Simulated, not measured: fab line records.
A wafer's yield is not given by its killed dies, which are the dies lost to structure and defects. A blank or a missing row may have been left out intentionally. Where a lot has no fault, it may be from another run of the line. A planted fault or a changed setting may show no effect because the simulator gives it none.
fab line records	flow n5Finfet
[record] lots = 11	wafers = 28	lastDay = 17
route steps=1938 shown BEOL_M4@1111 BEOL_M12@1651 BEOL_M15@1824 MIM_BOT_LITHO@1865 PAD_METAL@1895 PASSIVATION@1936
lots with no fault: from the same line, run without faults
startH: start of the lot's first displayed wafer, in hours after the record's first day	waitH: hours since the lot's step before	" same as the row above	L1.1+2: a row that stands for several wafers	- either no value or no given start	* or withheld: withheld	< > ~ a bound
route shown NAME@n: NAME is a module with steps in the file, n the number in the route of the first one	usual: mean/standard deviation taken from wafers without a fault	same: alike in all rows	chamber/n: place in a boat	sites: per-site readings	_std_site: their standard deviation	_edge_site: mean of outer sites minus mean of inner sites	radiusMm: for every site, how far away it sits from the centre of the wafer	mask NAME#n: copy n	behind: tool/chamber where the wafer was last shaped	hold: reason for holding the lot/hours on hold/outcome of the hold	device: whichever transistor did not switch (one of n, p or np)	end of line: tests of these same wafers at the route's end	step lacking rows: just its recipe	killed: the dies lost at the first sort to structure and to defects; this is not the yield of the wafer	map: per-die view of a wafer (x killed, . not killed, _ where there is no die)
set.NAME: the run value of the setting; set.NAME@STEP: its run value at that earlier step	model.NAME: the simulator's own value behind a step, which no gauge read
the route's steps for a sample of lots (tables are steps, rows are wafers)
services: the hour from which a tool's chamber was out of use, counted from the record's first day as startH (under 0 if before that day), plus the number of hours and why
[[steps]]
[step N5_BEOL_M4_RC_MEAS_101]
[usual] DIBL_N = 36.0/1.9	DIBL_P = 35.6/2.4	IOFF_N = 0.16/0.036	IOFF_P = 0.21/0.04	ION_N = 673/14	ION_P = 460/8.9	SS_N = 71.5/0.67	SS_P = 73.2/0.73	VT_N = 249/3.6	VT_P = -250/3.7
lot.wafer	tool	chamber	startH	waitH	DIBL_N[mV/V]	DIBL_P[mV/V]	IOFF_N[nA/um]	IOFF_P[nA/um]	ION_N[uA/um]	ION_P[uA/um]	SS_N[mV/dec]	SS_P[mV/dec]	VT_N[mV]	VT_P[mV]
L414.4	prober-02	0	169.38	0.5	35.0	35.2	0.15	0.16	683	458	72.3	72.4	252	-255
L414.5	"	0	"	"	31.5	31.6	0.10	0.12	661	449	70.8	71.6	259	-261
L414.6	"	0	"	"	34.7	35.5	0.14	0.16	668	456	71.4	72.9	252	-256
L418.1	prober-01	0	190.21	0.0	36.7	37.2	0.18	0.23	685	469	72.5	73.4	247	-248
L418.2	"	0	"	"	34.4	34.3	0.12	0.18	660	457	71.1	73.0	254	-251
L419.3	prober-02	0	193.70	0.3	36.6	37.3	0.16	0.23	659	465	71.3	73.2	249	-249
L419.5	"	0	"	"	34.7	34.8	0.13	0.19	662	457	70.4	72.6	254	-251
L420.1	prober-02	0	200.89	0.0	36.5	36.3	0.15	0.19	666	454	71.7	73.6	250	-254
L420.6	"	0	"	"	36.1	36.6	0.15	0.20	663	454	72.0	73.5	250	-251
L421.1	prober-01	0	211.33	0.0	37.1	38.2	0.20	0.28	693	476	72.1	73.3	245	-243
L421.3	"	0	"	"	36.2	34.7	0.17	0.22	663	459	71.8	72.7	248	-247
L423.2	prober-01	0	221.77	0.2	36.5	35.0	0.15	0.19	648	445	72.1	73.2	252	-253
L423.3	"	0	"	"	36.0	36.1	0.15	0.20	683	468	71.6	72.8	249	-253
L423.6	"	0	"	"	36.5	35.3	0.16	0.19	658	447	71.5	73.2	249	-251
L425.2	prober-01	0	231.46	0.2	37.1	36.9	0.19	0.23	683	465	71.3	74.6	246	-250
L425.3	"	0	"	"	40.2	39.4	0.22	0.28	673	464	71.7	74.8	246	-246
L425.6	"	0	"	"	37.7	37.0	0.19	0.22	681	464	71.9	74.1	247	-247
L426.5	prober-01	0	246.74	0.6	33.4	31.9	0.10	0.16	642	451	70.7	71.4	256	-256
L426.6	"	0	"	"	35.2	34.6	0.15	0.19	674	461	70.6	73.1	249	-252
L433.3	prober-01	0	288.31	0.3	34.9	34.2	0.14	0.20	675	460	71.4	72.7	249	-253
L433.4	"	0	"	"	33.1	31.7	0.11	0.16	653	455	70.2	72.9	256	-254
L433.6	"	0	"	"	35.0	33.4	0.13	0.18	667	455	71.5	73.9	252	-256
L435.4	prober-02	0	295.78	0.5	38.9	38.7	0.20	0.23	689	460	71.7	74.6	243	-252
L435.5	"	0	"	"	36.5	34.8	0.15	0.17	670	447	71.3	73.3	250	-254
L435.6	"	0	"	"	37.4	36.9	0.17	0.20	668	459	72.0	73.7	247	-252
L436.2	prober-02	0	310.84	0.2	34.9	36.5	0.16	0.20	684	467	71.0	72.7	248	-249
L436.4	"	0	"	"	34.4	35.7	0.15	0.19	678	459	71.3	72.7	251	-254
L436.6	"	0	"	"	34.5	35.4	0.14	0.18	664	456	71.2	72.9	250	-253
[step N5_BEOL_M12_ECD_47]
[recipe] material = Cu	targetThkA = 7200
lot.wafer	tool	chamber	startH	waitH
L414.4+5+6	ecdCu-02	0,0,1	238.12	0.1
L419.3+5	ecdCu-02	0,1	260.34	0.1
L418.1+2	ecdCu-01	1,0	263.06	0.1
L420.1+6	ecdCu-01	0	263.48	0.1
L421.1+3	ecdCu-02	1,0	282.67	0.1
L423.2+3+6	ecdCu-01	0,0,1	283.16	0.1
L425.2+3+6	ecdCu-02	0	292.58	0.1
L426.5+6	ecdCu-02	0,1	313.96	0.1
L433.3+4+6	ecdCu-02	1,0,0	352.48	0.1
L435.4+5+6	ecdCu-01	1,0,1	359.84	0.1
L436.2+4+6	ecdCu-02	0	378.78	0.1
[step N5_BEOL_M15_CMP_49]
[recipe] stopOn = SiO2	tOverpolishS = 4.9	downForcePsi = 2	platenRpm = 80	clearingPlatenDownForcePsi = 2	clearingPlatenRpm = 80	postCmpClean = cuAlkaline	targetThkNm = 850	clearingPlatenPadVelocityMS = 1.5917	padVelocityMS = 1.5917
[usual] barrierFieldEndpointS = 11.2/0.37	motorCurrentA = 8.4/0.86	overpolishRunS = 4.901/0.0087	platenRpm = 80.00/0.051
lot.wafer	tool	chamber	startH	waitH	barrierFieldEndpointS	motorCurrentA	overpolishRunS	platenRpm
L414.4	cmp-04	3	257.92	0.2	11.4	8.9	4.905	79.94
L414.5	"	3	"	"	11.0	9.0	4.901	79.96
L414.6	"	0	"	"	11.4	8.2	4.878	80.01
L419.3	cmp-01	2	277.99	0.4	11.2	7.0	4.883	80.01
L419.5	"	3	"	"	11.6	8.2	4.906	80.06
L418.1	cmp-03	2	281.88	0.4	11.0	8.6	4.895	79.95
L418.2	"	0	"	"	11.5	9.1	4.911	80.02
L420.1	cmp-01	2	288.55	0.3	11.0	7.4	4.903	80.01
L420.6	"	3	"	"	10.9	8.1	4.888	80.00
L421.1	cmp-01	3	300.69	0.3	11.6	7.9	4.890	80.02
L421.3	"	0	"	"	11.0	8.0	4.892	79.98
L423.3	cmp-03	1	301.34	0.2	10.7	8.1	4.907	80.07
L423.2	"	2	"	"	11.0	9.0	4.887	79.99
L423.6	"	0	"	"	11.6	9.0	4.906	80.11
L425.2	cmp-03	2	309.04	0.2	10.9	8.3	4.901	80.01
L425.3	"	0	"	"	11.7	8.6	4.893	79.99
L425.6	"	1	"	"	10.8	8.1	4.897	80.05
L426.6	cmp-04	1	332.40	0.2	11.4	7.2	4.894	80.04
L426.5	"	2	"	"	11.2	9.3	4.902	79.98
L435.4	cmp-01	0	379.99	0.1	10.9	7.9	4.900	80.04
L435.6	"	0	"	"	11.1	8.2	4.906	79.95
L435.5	"	1	"	"	11.5	7.7	4.895	80.06
L436.2	cmp-04	3	397.52	0.3	10.8	9.3	4.888	80.02
L436.4	"	1	"	"	11.1	6.6	4.912	80.04
L436.6	"	3	"	"	10.9	8.4	4.904	79.96
[step N5_MIM_BOT_LITHO_DESCUM_10]
[recipe] chemistry = O2	timeS = 7.9	sourcePowerW = 50	biasPowerW = 20	pressureMtorr = 20	rfFrequencyHz = 2.712e+07	tempC = 40	o2FlowSccm = 225
[usual] drypumpMotorCurrentA = 5.7/0.48	o2FlowSccm = 225.1/0.66	oesProductAu = 0.80/0.063	rfVppV = 242.4/1.1	showerheadPlenumPTorr = 2.05/0.042	tempC = 40.00/0.13	throttleValvePct = 20.46/0.19
lot.wafer	tool	chamber	startH	waitH	drypumpMotorCurrentA	o2FlowSccm	oesProductAu	rfHoursCounterH	rfVppV	showerheadPlenumPTorr	tempC	throttleValvePct
L414.4	rieDiel-05	1	264.19	0.1	5.8	225.3	0.82	81	241.3	2.05	39.90	20.60
L414.5	"	1	"	"	5.8	225.1	0.82	-	241.4	2.06	39.85	20.61
L414.6	"	2	"	"	6.7	225.5	0.70	-	242.5	2.05	39.99	20.87
L419.3	rieDiel-04	3	283.85	0.0	6.0	224.4	0.86	60	241.9	2.04	40.02	20.25
L419.5	"	1	"	"	5.4	224.4	0.83	-	242.2	2.13	40.29	20.53
L418.1	rieDiel-05	0	288.54	0.2	5.0	225.1	0.82	102	242.6	2.02	39.97	20.37
L418.2	"	3	"	"	5.0	224.5	0.88	64	243.1	2.03	40.06	20.28
L420.1	rieDiel-05	2	296.09	0.1	6.7	225.8	0.69	228	242.9	2.04	39.71	20.90
L420.6	"	3	"	"	5.0	224.5	0.88	-	240.9	2.03	39.97	20.28
L421.1	rieDiel-04	2	307.30	0.1	5.4	224.4	0.86	57	241.3	2.06	39.92	20.28
L421.3	"	1	"	"	5.4	224.8	0.81	101	242.1	2.12	40.31	20.54
L423.2	rieDiel-05	0	308.79	0.0	5.0	225.1	0.81	109	242.2	2.01	40.06	20.38
L423.3	"	2	"	"	6.7	224.1	0.69	229	243.0	2.04	40.12	20.91
L423.6	"	2	"	"	6.7	225.0	0.69	-	242.6	2.04	40.08	20.91
L425.2	rieDiel-04	0	314.71	0.0	5.9	226.4	0.74	175	241.2	1.99	39.85	20.34
L425.3	"	2	"	"	5.3	225.1	0.85	60	242.8	2.05	40.03	20.30
L425.6	"	3	"	"	6.0	224.9	0.86	-	241.9	2.03	40.03	20.27
L426.5	rieDiel-05	0	336.82	0.1	5.1	224.6	0.81	-	240.1	2.01	40.12	20.41
L426.6	"	1	"	"	5.8	224.7	0.79	-	241.8	2.05	40.08	20.64
L435.4	rieDiel-04	2	385.42	0.2	5.4	226.0	0.81	86	242.4	2.04	39.83	20.33
L435.5	"	3	"	"	6.0	225.4	0.81	-	242.7	2.03	39.81	20.29
L435.6	"	2	"	"	5.4	226.5	0.81	-	241.5	2.04	39.91	20.34
L436.2	rieDiel-04	2	402.53	0.1	5.4	226.3	0.82	94	241.4	2.04	40.13	20.36
L436.4	"	3	"	"	6.0	224.6	0.82	-	241.5	2.02	40.29	20.31
L436.6	"	2	"	"	5.4	225.9	0.82	-	243.2	2.04	40.16	20.36
[step N5_PASSIVATION_SPUTTER_20]
[recipe] material = TaN	targetThkA = 500	tempC = 25	chamberPressurePa = 0.4
[usual] throttleValvePct = 29.8/1.1
lot.wafer	tool	chamber	startH	waitH	throttleValvePct
L414.4	pvdSputter-02	-	266.78	0.0	30.0
L414.5	"	-	"	"	29.9
L414.6	"	-	"	"	28.2
L419.3	pvdSputter-01	-	286.90	0.0	29.2
L419.5	"	-	"	"	32.1
L418.1	pvdSputter-03	-	291.88	0.0	30.4
L418.2	"	-	"	"	28.8
L420.1	pvdSputter-03	-	298.64	0.0	30.4
L420.6	"	-	"	"	30.0
L421.1	pvdSputter-02	-	310.64	0.0	30.1
L421.3	"	-	"	"	28.2
L423.2	pvdSputter-02	-	314.02	0.0	30.3
L423.3	"	-	"	"	28.3
L423.6	"	-	"	"	30.4
L425.2	pvdSputter-02	-	318.38	0.0	30.0
L425.3	"	-	"	"	30.4
L425.6	"	-	"	"	30.3
L426.5	pvdSputter-03	-	340.27	0.1	30.7
L426.6	"	-	"	"	28.8
L435.4	pvdSputter-02	-	388.05	0.0	30.0
L435.5	"	-	"	"	30.5
L435.6	"	-	"	"	30.4
L436.2	pvdSputter-01	-	408.96	0.0	28.5
L436.4	"	-	"	"	29.4
L436.6	"	-	"	"	32.1
[step N5_PASSIVATION_PROBE_49]
[usual] defectLimitedYield = 91.2/1.4	killed_at_M0_to_M3 = 32/9.3	killed_at_M4_up = 14/4.9	killedAtContacts = 15/7.5	killedAtFrontEnd = 40/11	killedAtOther = 4/3.3	killedDies = 104/17	killedOnRim = 13/4.2	killedOpen = 68/14	killedShort = 33/7.9	sort_bin_5_function = 5.2/0.99	sort_bin_6_memory = 3.2/0.65	sort_bin_8_speed = 0.03/0.19	sortNPass = 1076/17	sortYieldPct = 91.1/1.5
[same] grossDies = 1180	killedAtBackSide = 0	sort_bin_4_leakage[%] = 0
lot.wafer	tool	chamber	startH	waitH	defectLimitedYield[%]	killed_at_M0_to_M3	killed_at_M4_up	killedAtContacts	killedAtFrontEnd	killedAtOther	killedDies	killedOnRim	killedOpen	killedShort	sort_bin_5_function[%]	sort_bin_6_memory[%]	sort_bin_8_speed[%]	sortNPass	sortYieldPct[%]
L414.4	prober-01	-	272.95	0.2	91.9	18	25	20	26	7	96	10	67	29	4.8	3.2	0	1084	91.9
L414.5	prober-01	-	273.00	0.2	92.3	34	16	13	27	1	91	11	64	27	4.2	3.1	0	1089	92.3
L414.6	prober-01	-	273.05	0.3	93.9	26	11	7	27	1	72	7	54	17	3.9	1.9	0	1108	93.9
L419.3	prober-01	-	292.64	0.1	90.7	25	13	9	59	4	110	16	68	37	5.7	3.6	0	1070	90.7
L419.5	prober-01	-	292.74	0.2	90.6	32	14	19	34	12	111	14	75	32	5.2	3.9	0	1069	90.6
L418.1	prober-01	-	297.45	0.0	92.7	22	14	18	32	0	86	4	60	24	4.6	2.6	0	1094	92.7
L418.2	prober-01	-	297.50	0.1	87.8	44	18	27	55	0	144	16	104	38	7.3	4.6	0	1036	87.8
L420.1	prober-01	-	304.47	0.0	92.6	25	20	5	30	7	87	8	50	27	4.8	2.3	0	1093	92.6
L420.6	prober-01	-	304.72	0.3	93.8	15	27	10	15	6	73	12	49	22	3.6	2.3	0	1107	93.8
L421.1	prober-01	-	316.52	0.0	92.5	26	11	3	42	6	88	9	48	37	4.8	2.6	0	1092	92.5
L421.3	prober-01	-	316.62	0.1	92.8	32	9	17	23	4	85	11	47	36	3.4	3.1	0	1095	92.8
L423.2	prober-02	-	319.84	0.1	89.8	45	15	20	22	18	120	12	78	39	6.3	3.5	0	1060	89.8
L423.3	prober-02	-	319.89	0.1	90.8	41	12	20	31	4	108	13	55	52	5.8	3.0	0	1072	90.8
L423.6	prober-02	-	320.04	0.3	91.5	34	13	22	25	6	100	14	65	34	5.1	3.2	0	1080	91.5
L425.2	prober-01	-	324.11	0.1	91.4	28	12	9	50	3	102	14	58	40	5.5	2.8	0	1078	91.4
L425.3	prober-01	-	324.16	0.1	93.0	22	10	11	39	1	83	11	61	20	4.3	2.5	0	1097	93.0
L425.6	prober-01	-	324.31	0.3	91.3	35	16	7	44	1	103	11	64	31	4.9	2.8	0	1077	91.3
L426.5	prober-02	-	346.26	0.2	90.0	36	18	20	40	4	118	14	81	36	4.7	5.0	0.17	1060	89.8
L426.6	prober-02	-	346.31	0.3	88.6	54	9	26	36	10	135	27	92	36	7.3	3.5	0	1045	88.6
L433.3	prober-01	-	390.79	0.1	0	46	1093	8	29	4	1180	152	61	39	96.8	3.1	0	0	0
L433.4	prober-01	-	390.84	0.2	0	48	1088	14	26	4	1180	152	64	35	96.5	3.3	0	0	0
L433.6	prober-01	-	390.94	0.3	0	31	1094	8	44	3	1180	152	63	41	96.6	3.2	0	0	0
L435.4	prober-01	-	393.68	0.2	92.7	22	16	14	33	1	86	13	49	29	3.9	2.4	0	1094	92.7
L435.5	prober-01	-	393.73	0.2	93.5	24	18	9	25	1	77	6	57	19	4.2	2.4	0	1103	93.5
L435.6	prober-01	-	393.78	0.3	92.7	25	13	20	28	0	86	20	55	23	3.4	3.2	0	1094	92.7
L436.2	prober-02	-	414.57	0.1	90.9	32	11	21	42	1	107	12	70	36	5.0	3.6	0	1073	90.9
L436.4	prober-02	-	414.67	0.2	90.8	29	19	14	45	1	108	15	76	28	5.6	3.4	0	1072	90.8
L436.6	prober-02	-	414.77	0.3	91.1	25	24	10	40	6	105	22	72	33	5.5	3.1	0	1075	91.1
// killed by level:class
L414.4 MOL_CONTACT_COAG:geometricParticle:open=18 BEOL_M4:geometricParticle:open=12 STI_FIN_REVEAL:geometricParticle:open=8 BEOL_M0_SAQP:geometricParticle:short=6 BEOL_M5:geometricParticle:open=6 BEOL_M0_SAQP:geometricParticle:open=4 STARTING-WAFER:geometricParticle:short=4 BEOL_M0:geometricParticle:open=3
L414.5 BEOL_M1:geometricParticle:open=10 MOL_CONTACT_COAG:geometricParticle:open=9 FIN_SAQP:geometricParticle:open=6 STI_FIN_REVEAL:geometricParticle:open=6 BEOL_M0:geometricParticle:open=6 BEOL_M0_SAQP:geometricParticle:open=5 BEOL_M4:geometricParticle:open=5 MOL_CONTACT_COAG:geometricParticle:short=4
L414.6 BEOL_M1:geometricParticle:open=10 STI_FIN_REVEAL:geometricParticle:open=9 MOL_CONTACT_COAG:geometricParticle:open=7 BEOL_M0_SAQP:geometricParticle:open=7 FIN_SAQP:geometricParticle:open=4 BEOL_M5:geometricParticle:open=4 STARTING-WAFER:geometricParticle:short=3 FIN_SAQP:geometricParticle:short=2
L419.3 FIN_SAQP:geometricParticle:short=16 FIN_SAQP:geometricParticle:open=11 BEOL_M3:geometricParticle:open=11 BEOL_M4:geometricParticle:open=9 STI_FIN_REVEAL:geometricParticle:open=8 MOL_CONTACT_COAG:geometricParticle:open=7 BEOL_M2:geometricParticle:open=6 STARTING-WAFER:geometricParticle:open=5
L419.5 MOL_CONTACT_COAG:geometricParticle:open=14 FIN_SAQP:geometricParticle:open=8 BEOL_M3:geometricParticle:open=7 BEOL_M2:geometricParticle:open=7 FIN_SAQP:geometricParticle:short=6 STI_FIN_REVEAL:geometricParticle:open=5 BEOL_M0_SAQP:geometricParticle:short=5 MOL_CONTACT_COAG:geometricParticle:short=5
L418.1 MOL_CONTACT_COAG:geometricParticle:open=16 BEOL_M0_SAQP:geometricParticle:open=7 FIN_SAQP:geometricParticle:open=7 STI_FIN_REVEAL:geometricParticle:open=7 BEOL_M4:geometricParticle:open=7 FIN_SAQP:geometricParticle:short=5 DUMMY_GATE:geometricParticle:open=4 GATE_CUT:geometricParticle:short=4
L418.2 MOL_CONTACT_COAG:geometricParticle:open=24 FIN_SAQP:geometricParticle:open=13 FIN_SAQP:geometricParticle:short=11 BEOL_M1:geometricParticle:open=11 BEOL_M0_SAQP:geometricParticle:open=10 STI_FIN_REVEAL:geometricParticle:open=9 BEOL_M3:geometricParticle:open=7 GATE_CUT:geometricParticle:open=6
L420.1 FIN_CUT:areaEtch=8 BEOL_M4:geometricParticle:open=7 STI_FIN_REVEAL:geometricParticle:open=5 BEOL_M0_SAQP:geometricParticle:short=5 BEOL_M1:geometricParticle:open=5 BEOL_M2:geometricParticle:open=5 DUMMY_GATE:geometricParticle:open=4 BEOL_M1:geometricParticle:short=4
L420.6 BEOL_M4:geometricParticle:open=16 BEOL_M5:geometricParticle:open=6 MOL_CONTACT_COAG:geometricParticle:open=5 MOL_CONTACT_COAG:geometricParticle:short=5 BEOL_M4:geometricParticle:short=5 STI_FIN_REVEAL:geometricParticle:open=4 DUMMY_GATE:geometricParticle:open=4 BEOL_M0_SAQP:geometricParticle:short=4
L421.1 STI_FIN_REVEAL:geometricParticle:open=7 DUMMY_GATE:geometricParticle:open=7 BEOL_M0_SAQP:geometricParticle:open=7 FIN_SAQP:geometricParticle:short=6 GATE_CUT:geometricParticle:short=5 BEOL_M0_SAQP:geometricParticle:short=5 FIN_SAQP:geometricParticle:open=4 BEOL_M0:geometricParticle:short=4
L421.3 MOL_CONTACT_COAG:geometricParticle:short=9 MOL_CONTACT_COAG:geometricParticle:open=8 BEOL_M0_SAQP:geometricParticle:short=8 BEOL_M0_SAQP:geometricParticle:open=8 FIN_SAQP:geometricParticle:short=4 STI_FIN_REVEAL:geometricParticle:open=4 GATE_CUT:geometricParticle:short=4 BEOL_M1:geometricParticle:short=4
L423.2 BEOL_M3:geometricParticle:open=15 MOL_CONTACT_COAG:geometricParticle:open=12 BEOL_M0_SAQP:geometricParticle:open=10 MOL_CONTACT_COAG:geometricParticle:short=8 GATE_CUT:geometricParticle:open=6 PASS1_DEP:geometricParticle:open=5 BEOL_M0_SAQP:geometricParticle:short=5 BEOL_M3:geometricParticle:short=5
L423.3 MOL_CONTACT_COAG:geometricParticle:short=15 BEOL_M3:geometricParticle:open=10 FIN_SAQP:geometricParticle:short=9 BEOL_M3:geometricParticle:short=9 BEOL_M1:geometricParticle:open=7 FIN_SAQP:geometricParticle:open=6 DUMMY_GATE:geometricParticle:open=5 MOL_CONTACT_COAG:geometricParticle:open=5
L423.6 MOL_CONTACT_COAG:geometricParticle:open=17 BEOL_M3:geometricParticle:open=15 BEOL_M4:geometricParticle:open=7 FIN_SAQP:geometricParticle:short=6 GATE_CUT:geometricParticle:short=6 BEOL_M2:geometricParticle:open=6 FIN_SAQP:geometricParticle:open=5 MOL_CONTACT_COAG:geometricParticle:short=5
L425.2 FIN_SAQP:geometricParticle:short=19 BEOL_M0_SAQP:geometricParticle:open=11 MOL_CONTACT_COAG:geometricParticle:open=9 FIN_SAQP:geometricParticle:open=6 GATE_CUT:geometricParticle:short=6 BEOL_M1:geometricParticle:open=5 BEOL_M5:geometricParticle:open=5 STARTING-WAFER:geometricParticle:open=5
L425.3 FIN_SAQP:geometricParticle:open=13 FIN_SAQP:geometricParticle:short=10 MOL_CONTACT_COAG:geometricParticle:open=10 BEOL_M2:geometricParticle:open=8 BEOL_M3:geometricParticle:open=6 GATE_CUT:geometricParticle:open=5 BEOL_M1:geometricParticle:open=4 DUMMY_GATE:geometricParticle:open=3
L425.6 BEOL_M0_SAQP:geometricParticle:open=10 BEOL_M0_SAQP:geometricParticle:short=9 FIN_SAQP:geometricParticle:open=8 BEOL_M4:geometricParticle:open=8 HKMG_FIN:areaEtch=7 DUMMY_GATE:geometricParticle:open=6 MOL_CONTACT_COAG:geometricParticle:open=6 BEOL_M2:geometricParticle:open=6
L426.5 STI_FIN_REVEAL:geometricParticle:open=12 MOL_CONTACT_COAG:geometricParticle:open=11 BEOL_M2:geometricParticle:open=11 BEOL_M4:geometricParticle:open=9 MOL_CONTACT_COAG:geometricParticle:short=8 BEOL_M1:geometricParticle:open=8 GATE_CUT:geometricParticle:short=6 BEOL_M0_SAQP:geometricParticle:open=6
L426.6 MOL_CONTACT_COAG:geometricParticle:open=22 BEOL_M0_SAQP:geometricParticle:short=14 STI_FIN_REVEAL:geometricParticle:open=10 BEOL_M2:geometricParticle:open=9 BEOL_M3:geometricParticle:open=8 GATE_CUT:geometricParticle:open=7 BEOL_M0_SAQP:geometricParticle:open=7 BEOL_M1:geometricParticle:open=7
L433.3 BEOL_M12:areaEcd=1080 BEOL_M0_SAQP:geometricParticle:open=13 BEOL_M1:geometricParticle:open=11 BEOL_M0_SAQP:geometricParticle:short=10 FIN_SAQP:geometricParticle:short=8 STI_FIN_REVEAL:geometricParticle:open=6 MOL_CONTACT_COAG:geometricParticle:open=6 BEOL_M4:geometricParticle:open=6
L433.4 BEOL_M12:areaEcd=1081 MOL_CONTACT_COAG:geometricParticle:open=12 BEOL_M0_SAQP:geometricParticle:open=12 BEOL_M1:geometricParticle:open=12 BEOL_M0_SAQP:geometricParticle:short=8 FIN_SAQP:geometricParticle:open=7 BEOL_M1:geometricParticle:short=6 STARTING-WAFER:geometricParticle:open=4
L433.6 BEOL_M12:areaEcd=1076 BEOL_M0_SAQP:geometricParticle:short=11 STI_FIN_REVEAL:geometricParticle:open=9 FIN_SAQP:geometricParticle:open=8 BEOL_M0_SAQP:geometricParticle:open=7 BEOL_M5:geometricParticle:open=7 MOL_CONTACT_COAG:geometricParticle:open=6 BEOL_M1:geometricParticle:open=6
L435.4 MOL_CONTACT_COAG:geometricParticle:open=10 BEOL_M4:geometricParticle:open=9 HKMG_FIN:areaEtch=8 ILD0:geometricParticle:short=6 BEOL_M1:geometricParticle:open=6 BEOL_M2:geometricParticle:open=5 DUMMY_GATE:geometricParticle:open=4 MOL_CONTACT_COAG:geometricParticle:short=4
L435.5 BEOL_M1:geometricParticle:open=10 MOL_CONTACT_COAG:geometricParticle:open=7 BEOL_M4:geometricParticle:open=6 BEOL_M0_SAQP:geometricParticle:open=6 STI_FIN_REVEAL:geometricParticle:open=5 FIN_SAQP:geometricParticle:short=4 DUMMY_GATE:geometricParticle:open=4 GATE_CUT:geometricParticle:short=4
L435.6 MOL_CONTACT_COAG:geometricParticle:open=16 BEOL_M1:geometricParticle:open=11 HKMG_FIN:areaEtch=8 BEOL_M4:geometricParticle:open=6 BEOL_M3:geometricParticle:open=5 FIN_SAQP:geometricParticle:open=4 MOL_CONTACT_COAG:geometricParticle:short=4 BEOL_M0_SAQP:geometricParticle:short=4
L436.2 MOL_CONTACT_COAG:geometricParticle:open=15 FIN_SAQP:geometricParticle:open=12 BEOL_M0_SAQP:geometricParticle:short=11 BEOL_M0_SAQP:geometricParticle:open=8 BEOL_M3:geometricParticle:open=7 STI_FIN_REVEAL:geometricParticle:open=6 MOL_CONTACT_COAG:geometricParticle:short=6 FIN_SAQP:geometricParticle:short=5
L436.4 STI_FIN_REVEAL:geometricParticle:open=16 MOL_CONTACT_COAG:geometricParticle:open=13 BEOL_M1:geometricParticle:open=10 BEOL_M2:geometricParticle:open=6 BEOL_M4:geometricParticle:open=6 GATE_CUT:geometricParticle:short=5 STARTING-WAFER:geometricParticle:short=5 FIN_SAQP:geometricParticle:open=4
L436.6 STI_FIN_REVEAL:geometricParticle:open=16 BEOL_M2:geometricParticle:open=8 BEOL_M4:geometricParticle:open=7 MOL_CONTACT_COAG:geometricParticle:open=6 BEOL_M0_SAQP:geometricParticle:open=5 BEOL_M5:geometricParticle:short=5 STARTING-WAFER:geometricParticle:open=5 DUMMY_GATE:geometricParticle:open=4
[[services]]
tool	chamber	startH	hours	kind
ecdCu-01	-	222.48	0.5	repair
cmp-01	-	226.68	4.9	pm
rieDiel-05	1	230.89	5.4	repair
cmp-04	-	233.36	2.1	repair
cmp-01	-	234.43	27.3	repair
rieDiel-04	2	242.38	12.5	repair
ecdCu-02	-	253.39	0.7	repair
cmp-01	-	264.17	4.0	pm
cmp-04	-	271.01	1.6	repair
cmp-04	-	274.17	4.0	pm
cmp-04	-	278.17	4.3	pm
cmp-01	-	281.64	1.9	repair
cmp-04	-	285.17	5.1	repair
rieDiel-05	2	298.44	8.7	repair
cmp-03	-	302.53	1.0	repair
rieDiel-05	3	327.61	10.9	repair
ecdCu-01	-	336.76	4.8	pm
rieDiel-05	-	357.67	2.8	pm
cmp-04	-	364.94	0.6	repair
rieDiel-05	2	367.49	-	clean
rieDiel-05	2	367.49	-	consumableReplace:focusRing
rieDiel-05	2	367.49	10.9	scheduledDown
cmp-01	-	392.53	1.8	repair
cmp-01	-	404.20	1.3	repair
[[key]]
[firstSign] step = N5_PASSIVATION_PROBE_49	reading = killed_at_M4_up	direction = up	sigmas = 99+	usual = 14	struck = 1092
[effect] step = N5_PASSIVATION_PROBE_49	reading = sort_bin_5_function	direction = up	sigmas = 93	usual = 5.2	struck = 96.6
[moreKillsBornAt] N5_BEOL_M12_ECD_47@ecdCu-02 = 3237
metAt N5_BEOL_M12_ECD_47
struckLots L433
laterRowsLeftOut L433.3,L433.4,L433.6
notActingAt N5_BEOL_M15_CMP_49,N5_MIM_BOT_LITHO_DESCUM_10,N5_PASSIVATION_SPUTTER_20
onsetBetween 313.96 352.48
[fault] kind = skippedStepWhole	tool = ecdCu-02	chamber = -	onsetH = 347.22	steps = N5_BEOL_M12_ECD_47	scope = struckLotsOnly
// laterRowsLeftOut: the simulator's readings of these wafers behind a module that went badly wrong aren't trusted and aren't shown, but for the sort
